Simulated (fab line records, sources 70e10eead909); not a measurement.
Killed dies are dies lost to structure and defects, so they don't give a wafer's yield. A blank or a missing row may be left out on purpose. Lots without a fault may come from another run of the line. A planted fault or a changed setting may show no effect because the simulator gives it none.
fab line records | flow nand_harc | part 2 of 2: steps 5 to 6 of 6
record lots=24 wafers=72 last_day=25
route steps=1159 shown A_STAIRCASE@664
lots that met no fault: from a run of the same line without faults
start_h: hours from the record's first day to the start of the lot's first wafer shown | wait_h: hours since the lot's step before | " the same as in the row above | L1.1+2: a row that stands for several wafers | - no value, or no start given | * or withheld: withheld | < > ~ a bound
route shown NAME@n: a module of which the file shows steps, and the number in the route of the first | usual: mean/standard deviation of fault-free wafers | same: alike in all rows | chamber/n: place in a boat | sites: the reading at each site | _std_site: their standard deviation | _edge_site: outer sites' mean less inner sites' | radius_mm: how far each site lies from the wafer's centre | mask NAME#n: copy n | behind: the tool/chamber that last shaped the wafer | hold: why the lot was held/for how many hours/how that ended | device: the transistor (n, p or np) that didn't switch | end of line: the same wafers' tests at the end of the route | a step without rows: its recipe alone | killed: dies lost to structure and defects at the first sort, not the wafer's yield | map: a wafer's dies, x killed, . not, _ none there
set.NAME: the setting as run; set.NAME@STEP: as run at that earlier step | model.NAME: the simulator's own value behind a step, which no gauge read
steps of the route over a sample of lots; a table a step, a row a wafer
services: from which hour (start_h, from the record's first day; less than 0 if before it) a tool's chamber was out of use, for how many hours, and why
## steps
# step NHARC_A_STAIRCASE_CMP_450
# recipe target_thk_nm=200 material=SiO2
# usual motor_current_A=12.6/1.4
# columns lot.wafer tool chamber start_h wait_h motor_current_A
L074.1 cmp-02 3 302.22 - 10.6
L074.4 " 0 " " 14.5
L074.5 " 3 " " 10.7
L077.4 cmp-01 0 317.22 - 15.5
L077.3 " 2 " " 13.5
L077.6 " 1 " " 11.8
L076.1 cmp-02 3 317.42 - 11.3
L076.2 " 0 " " 14.0
L076.6 " 1 " " 13.2
L075.4 cmp-02 0 318.81 - 12.8
L075.2 " 1 " " 13.6
L075.6 " 1 " " 13.2
L078.4 cmp-03 0 319.31 - 10.5
L078.3 " 1 " " 11.3
L078.5 " 0 " " 10.3
L080.3 cmp-02 3 331.01 - 11.6
L080.1 " 0 " " 14.0
L080.2 " 1 " " 13.6
L079.2 cmp-01 1 331.29 - 11.6
L079.3 " 2 " " 13.5
L079.5 " 1 " " 12.1
L081.1 cmp-02 3 346.59 - 11.9
L081.4 " 2 " " 12.3
L081.6 " 0 " " 14.0
L082.2 cmp-03 3 346.87 - 13.6
L082.3 " 1 " " 11.3
L082.6 " 0 " " 10.2
L084.4 cmp-01 0 362.20 - 14.2
L084.1 " 2 " " 13.2
L084.6 " 0 " " 15.0
L083.4 cmp-01 3 364.52 - 11.3
L083.2 " 0 " " 14.9
L083.5 " 3 " " 11.1
L087.4 cmp-02 0 381.89 - 14.5
L087.1 " 1 " " 13.7
L087.5 " 0 " " 13.9
L086.2 cmp-01 2 382.03 - 13.6
L086.4 " 3 " " 10.8
L086.1 " 1 " " 12.1
L088.3 cmp-03 2 390.59 - 13.2
L088.4 " 0 " " 10.5
L088.5 " 2 " " 12.6
L089.1 cmp-01 2 390.84 - 12.8
L089.4 " 0 " " 14.7
L089.5 " 2 " " 13.0
L085.1 cmp-01 3 391.00 - 11.0
L085.3 " 1 " " 12.1
L085.6 " 3 " " 10.3
L092.2 cmp-01 1 402.07 - 12.2
L092.3 " 3 " " 11.2
L092.6 " 0 " " 14.8
L090.1 cmp-03 0 402.42 - 10.2
L090.3 " 2 " " 13.0
L090.6 " 3 " " 13.5
L091.2 cmp-03 1 402.56 - 11.0
L091.4 " 2 " " 13.2
L091.6 " 2 " " 12.9
L093.2 cmp-03 3 414.01 - 13.6
L093.4 " 0 " " 10.6
L093.3 " 1 " " 11.7
L094.4 cmp-01 1 427.77 - 11.8
L094.5 " 2 " " 13.7
L094.6 " 3 " " 11.3
L095.2 cmp-01 2 428.01 - 13.1
L095.6 " 1 " " 12.0
L095.5 " 2 " " 13.1
L097.4 cmp-01 0 440.72 - 14.6
L097.3 " 1 " " 11.8
L097.6 " 0 " " 14.4
L096.3 cmp-03 3 448.83 - 13.7
L096.4 " 0 " " 10.8
L096.5 " 2 " " 12.8
# step NHARC_A_STAIRCASE_ETCHBACK_422
# recipe target_depth_a=400 over_etch_frac=0.3 time_s=74.286 ion_energy_ev=120 ch3f_flow_sccm=50 o2_flow_sccm=30 ar_flow_sccm=200 rf_w=500 bias_w=100 chemistry=CH3F/O2
# usual drypump_motor_current_A=5.6/0.52 oes_product_au=0.97/0.036 rf_vpp_V=244.0/1.8 showerhead_plenum_p_Torr=2.43/0.12 throttle_valve_pct=20.663/0.0093
# columns lot.wafer tool chamber start_h wait_h drypump_motor_current_A oes_product_au rf_hours_counter_h rf_vpp_V showerhead_plenum_p_Torr throttle_valve_pct
L074.4 rie_diel-01 3 302.75 0.1 5.2 0.93 50 245.7 2.56 20.665
L074.1 " 0 " " 5.8 0.91 44 244.5 2.56 20.643
L074.5 " 0 " " 5.8 0.92 - 245.5 2.56 20.658
L077.4 rie_diel-04 3 317.77 0.1 6.7 1.00 5 243.4 2.35 20.661
L077.3 " 2 " " 5.4 1.00 9 244.7 2.44 20.655
L077.6 " 3 " " 6.7 1.00 - 242.7 2.35 20.674
L076.2 rie_diel-04 2 317.95 0.1 5.3 1.00 9 244.5 2.43 20.658
L076.1 " 0 " " 5.9 1.01 9 244.4 2.51 20.658
L076.6 " 1 " " 5.0 1.01 - 245.2 2.43 20.663
L075.4 rie_diel-08 1 319.41 0.2 6.4 1.01 4 242.4 2.38 20.670
L075.2 " 3 " " 5.5 1.00 4 240.5 2.29 20.669
L075.6 " 1 " " 6.4 1.01 - 242.0 2.38 20.664
L078.4 rie_diel-04 3 319.86 0.2 6.7 1.00 6 242.9 2.35 20.666
L078.3 " 2 " " 5.4 1.00 10 241.9 2.43 20.669
L078.5 " 0 " " 5.9 1.00 - 244.7 2.51 20.647
L080.3 rie_diel-08 2 331.54 0.1 5.2 1.01 11 245.8 2.63 20.668
L080.2 " 0 " " 5.9 1.00 11 243.5 2.29 20.658
L080.1 " 1 " " 6.4 1.00 12 244.1 2.38 20.665
L079.2 rie_diel-08 0 331.83 0.1 5.9 1.00 11 242.2 2.29 20.676
L079.3 " 2 " " 5.2 1.00 11 245.4 2.63 20.669
L079.5 " 0 " " 5.9 1.00 - 242.6 2.29 20.652
L081.1 rie_diel-01 2 347.14 0.1 4.9 0.99 8 244.6 2.49 20.667
L081.4 " 3 " " 5.2 1.00 8 247.3 2.56 20.671
L081.6 " 2 " " 4.8 1.00 - 243.2 2.49 20.658
L082.3 rie_diel-04 3 347.43 0.2 6.7 0.97 18 242.8 2.35 20.656
L082.2 " 2 " " 5.4 0.96 22 245.1 2.43 20.661
L082.6 " 0 " " 6.0 0.98 - 244.0 2.51 20.662
L084.1 rie_diel-01 3 362.74 0.1 5.2 1.00 13 244.6 2.56 20.666
L084.4 " 1 " " 5.5 1.00 14 242.1 2.31 20.676
L084.6 " 3 " " 5.2 1.00 - 244.3 2.56 20.668
L083.4 rie_diel-08 0 365.06 0.1 5.9 1.00 26 242.3 2.29 20.673
L083.2 " 1 " " 6.4 1.01 20 244.2 2.37 20.663
L083.5 " 3 " " 5.5 1.01 - 242.4 2.28 20.670
L087.1 rie_diel-08 2 382.44 0.1 5.2 0.93 30 245.0 2.62 20.644
L087.4 " 3 " " 5.5 0.92 30 242.4 2.28 20.672
L087.5 " 2 " " 5.2 0.93 - 247.0 2.62 20.656
L086.1 rie_diel-01 2 382.56 0.1 4.8 0.93 17 244.1 2.48 20.670
L086.2 " 3 " " 5.1 0.93 18 246.0 2.56 20.644
L086.4 " 0 " " 5.8 0.92 20 246.1 2.55 20.657
L088.4 rie_diel-08 2 391.19 0.2 5.2 1.00 34 246.4 2.62 20.650
L088.3 " 3 " " 5.5 1.00 34 240.3 2.28 20.674
L088.5 " 0 " " 5.9 1.00 - 240.9 2.28 20.660
L089.4 rie_diel-08 2 391.39 0.2 5.2 0.92 34 246.3 2.62 20.652
L089.1 " 1 " " 6.4 0.93 29 243.3 2.37 20.653
L089.5 " 2 " " 5.2 0.93 - 247.8 2.62 20.669
L085.3 rie_diel-04 2 391.57 0.2 5.4 1.00 36 245.1 2.42 20.672
L085.1 " 0 " " 5.9 1.01 38 244.5 2.50 20.662
L085.6 " 1 " " 5.0 1.01 - 244.3 2.42 20.675
L092.2 rie_diel-08 1 402.60 0.1 6.4 0.99 34 243.8 2.37 20.648
L092.3 " 3 " " 5.5 0.99 38 241.0 2.28 20.644
L092.6 " 1 " " 6.4 1.00 - 242.3 2.37 20.665
L090.3 rie_diel-08 0 402.97 0.1 5.9 0.92 39 240.9 2.28 20.665
L090.1 " 1 " " 6.4 0.93 34 243.1 2.37 20.664
L090.6 " 2 " " 5.2 0.92 - 246.9 2.62 20.672
L091.4 rie_diel-01 0 403.10 0.2 5.8 0.99 30 245.9 2.54 20.672
L091.2 " 3 " " 5.2 1.01 25 245.8 2.55 20.654
L091.6 " 0 " " 5.8 1.00 - 247.0 2.54 20.672
L093.2 rie_diel-01 1 414.54 0.1 5.5 0.92 33 243.7 2.31 20.665
L093.4 " 2 " " 4.8 0.92 28 245.2 2.48 20.645
L093.3 " 0 " " 5.8 0.92 33 245.3 2.54 20.657
L094.4 rie_diel-01 3 428.31 0.2 5.1 0.99 32 244.1 2.55 20.660
L094.6 " 0 " " 5.8 0.97 - 245.3 2.54 20.668
L094.5 " 1 " " 5.5 0.98 - 242.9 2.31 20.659
L095.2 rie_diel-01 1 428.53 0.1 5.5 0.92 37 242.8 2.31 20.656
L095.6 " 1 " " 5.5 0.93 - 243.1 2.31 20.656
L095.5 " 2 " " 4.8 0.93 - 245.4 2.48 20.650
L097.4 rie_diel-01 0 441.26 0.1 5.8 1.01 40 245.9 2.54 20.670
L097.3 " 1 " " 5.5 1.00 40 242.5 2.30 20.667
L097.6 " 0 " " 5.8 1.00 - 245.9 2.54 20.670
L096.3 rie_diel-08 1 449.37 0.1 6.4 0.93 49 242.9 2.36 20.664
L096.4 " 3 " " 5.5 0.92 - 240.6 2.27 20.674
L096.5 " 1 " " 6.4 0.93 - 244.2 2.36 20.665
## services
# columns tool chamber start_h hours kind
rie_diel-04 2 230.12 1.6 repair
cmp-03 - 237.78 9.0 repair
pecvd-01 - 237.85 13.0 pm
pecvd-02 2 244.55 15.1 repair
cmp-03 - 254.21 4.0 pm
rie_diel-04 3 257.33 51.6 repair
cmp-03 - 259.98 1.4 repair
pecvd-02 - 263.81 1.2 repair
cmp-01 - 273.29 1.3 repair
cmp-01 - 277.50 4.0 pm
cmp-01 - 300.60 1.1 repair
rie_diel-08 - 302.10 9.0 pm
rie_diel-04 1 307.14 9.6 repair
rie_diel-01 - 315.57 9.0 pm
pecvd-02 - 334.28 13.0 pm
cmp-01 - 344.03 1.0 repair
rie_diel-08 1 346.30 13.8 repair
cmp-03 - 352.21 4.0 pm
pecvd-01 2 363.79 20.8 repair
cmp-01 - 375.50 4.0 pm
pecvd-01 - 398.89 0.3 repair
rie_diel-04 2 418.50 1.2 repair
pecvd-01 - 418.85 13.0 pm
rie_diel-08 0 433.33 29.2 repair
